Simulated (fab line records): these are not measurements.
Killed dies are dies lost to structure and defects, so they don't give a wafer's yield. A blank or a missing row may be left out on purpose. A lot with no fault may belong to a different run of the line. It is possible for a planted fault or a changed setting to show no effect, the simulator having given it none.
Which tool is to blame? | flow n5 finfet | Sampling: 13 lots, 35 wafers, 4 of 1938 route steps

WHAT THE GAUGES SHOWED, per wafer
N5_BEOL_M6_THK_MEAS_01.
lot  | measured     | on            | M6_ILD_THK (nm)
L865 | day 9 00:26  | film metro-01 | 151.8 154.0 154.3
L866 | day 9 06:53  | film metro-02 | 157.0 159.0 159.0
L869 | day 10 08:17 | film metro-02 | 154.6 159.0
L870 | day 10 10:44 | film metro-01 | 152.9 154.5 152.3
L871 | day 10 17:45 | film metro-01 | 153.4 153.7 158.9
L876 | day 11 11:30 | film metro-02 | 156.0 156.8
L875 | day 11 19:40 | film metro-01 | 154.8 157.9
L877 | day 12 01:56 | film metro-01 | 154.3 158.5
L882 | day 13 13:04 | film metro-01 | 151.3 151.4 154.8
L883 | day 13 14:04 | film metro-01 | 151.3 153.9 149.8
L888 | day 14 13:15 | film metro-02 | 153.1 156.0 154.7
L887 | day 14 15:01 | film metro-02 | 153.4 152.3 155.7
L886 | day 14 16:04 | film metro-02 | 156.0 156.9 158.7

EACH LOT AND THE TOOL THAT RAN IT (in order: tool; ch and the chambers of the sampled wafers; start)
lot  | N5_BEOL_M5_SPUTTER_88        | N5_BEOL_M5_ANNEAL_89         | N5_BEOL_M5_CO_CAP_78
L865 | pvd sputter-03, day 8 20:07  | pvd sputter-03, day 8 20:12  | cvd co-02 ch 0,1,2, day 8 23:08
L866 | pvd sputter-01, day 9 04:07  | pvd sputter-01, day 9 04:11  | cvd co-01 ch 0,1,2, day 9 06:04
L869 | pvd sputter-01, day 10 05:28 | pvd sputter-01, day 10 05:33 | cvd co-02 ch 0,2, day 10 07:26
L870 | pvd sputter-03, day 10 07:56 | pvd sputter-03, day 10 08:01 | cvd co-02 ch 1,2, day 10 09:53
L871 | pvd sputter-01, day 10 14:57 | pvd sputter-01, day 10 15:02 | cvd co-01 ch 0,1,2, day 10 16:55
L876 | pvd sputter-03, day 11 08:43 | pvd sputter-03, day 11 08:47 | cvd co-01 ch 2, day 11 10:41
L875 | pvd sputter-03, day 11 16:52 | pvd sputter-03, day 11 16:57 | cvd co-01 ch 1,2, day 11 18:53
L877 | pvd sputter-03, day 11 22:25 | pvd sputter-03, day 11 22:29 | cvd co-01 ch 1,2, day 12 00:55
L882 | pvd sputter-03, day 13 10:00 | pvd sputter-03, day 13 10:05 | cvd co-02 ch 0,1,2, day 13 12:14
L883 | pvd sputter-01, day 13 10:26 | pvd sputter-01, day 13 10:31 | cvd co-02 ch 0,1,2, day 13 12:46
L888 | pvd sputter-03, day 14 09:58 | pvd sputter-03, day 14 10:03 | cvd co-02 ch 0,1,2, day 14 11:57
L887 | pvd sputter-01, day 14 11:46 | pvd sputter-01, day 14 11:50 | cvd co-01 ch 1,2, day 14 13:43
L886 | pvd sputter-02, day 14 12:33 | pvd sputter-02, day 14 12:38 | cvd co-02 ch 1,2, day 14 14:42
- N5_BEOL_M5_SPUTTER_88: material Cu, target thk 15 nm, time 27.62 s.
- N5_BEOL_M5_ANNEAL_89: time 1800 s.
- N5_BEOL_M5_CO_CAP_78: material Co, precursor CCTBA/H2, target thk 2 nm, time 102.1 s.

WHAT THE TOOLS THEMSELVES READ (means of the sampled wafers that have a number; where no wafer has one, the mark that the record gives instead)
N5_BEOL_M5_SPUTTER_88.
lot  | tool           | throttle valve pct (%)
L865 | pvd sputter-03 | 29.7
L866 | pvd sputter-01 | 29.1
L869 | pvd sputter-01 | 28.2
L870 | pvd sputter-03 | 30.6
L871 | pvd sputter-01 | 29.6
L876 | pvd sputter-03 | 29.1
L875 | pvd sputter-03 | 30.2
L877 | pvd sputter-03 | 30.6
L882 | pvd sputter-03 | 29.6
L883 | pvd sputter-01 | 28.8
L888 | pvd sputter-03 | 30.6
L887 | pvd sputter-01 | 28.8
L886 | pvd sputter-02 | 30.3

N5_BEOL_M5_ANNEAL_89.
lot  | tool           | heater power w (W)
L865 | pvd sputter-03 | 835
L866 | pvd sputter-01 | 857
L869 | pvd sputter-01 | 874
L870 | pvd sputter-03 | 805
L871 | pvd sputter-01 | 875
L876 | pvd sputter-03 | 821
L875 | pvd sputter-03 | 906
L877 | pvd sputter-03 | 833
L882 | pvd sputter-03 | 813
L883 | pvd sputter-01 | 847
L888 | pvd sputter-03 | 854
L887 | pvd sputter-01 | 843
L886 | pvd sputter-02 | 764

N5_BEOL_M5_CO_CAP_78.
lot  | tool      | heater power outer w (W) | heater power w (W) | run length s (s)
L865 | cvd co-02 | 123                      | 243                | 125.1
L866 | cvd co-01 | 117                      | 224                | 125.3
L869 | cvd co-02 | 123                      | 238                | 125.0
L870 | cvd co-02 | 112                      | 238                | 125.1
L871 | cvd co-01 | 116                      | 224                | 125.0
L876 | cvd co-01 | 115                      | 218                | 141.5
L875 | cvd co-01 | 118                      | 230                | 158.9
L877 | cvd co-01 | 120                      | 228                | 142.2
L882 | cvd co-02 | 123                      | 249                | 125.3
L883 | cvd co-02 | 125                      | 249                | 125.2
L888 | cvd co-02 | 123                      | 247                | 125.4
L887 | cvd co-01 | 117                      | 223                | 124.6
L886 | cvd co-02 | 113                      | 242                | 125.4

THE ANSWER, worked out from the rows above alone
Rule: usual is defined by the lots themselves. Put in order of their means at a reading, lots are off if they are a third of the lots or fewer, leave a main group of 4 or more, and stand apart from it by a gap of 3 or more times the standard deviation of the main group's means; of several such gaps the widest counts. A main group whose means are all the same, to the digits that the tables above print for the reading, isn't used. A lot without any number at a reading at which 4 lots or more have one is off too. Any other lot the step has rows for is counted as sound. The gauges are gone through in route order, then the tools' own readings, and for those a lot's mean is taken as printed above. The first step at which some lot is off is used, and at that step the reading that is off furthest; a lot without a number counts as furthest.
Off: L876, L875, L877 (N5_BEOL_M5_CO_CAP_78, run length s). Main group: mean 125.1 s, sd 0.23.
A tool fits if, at that step or a process step before it, it ran every lot that is off, and no sound lot after the first of them. None of those tried fits.

WHAT THE SIMULATOR PUT IN
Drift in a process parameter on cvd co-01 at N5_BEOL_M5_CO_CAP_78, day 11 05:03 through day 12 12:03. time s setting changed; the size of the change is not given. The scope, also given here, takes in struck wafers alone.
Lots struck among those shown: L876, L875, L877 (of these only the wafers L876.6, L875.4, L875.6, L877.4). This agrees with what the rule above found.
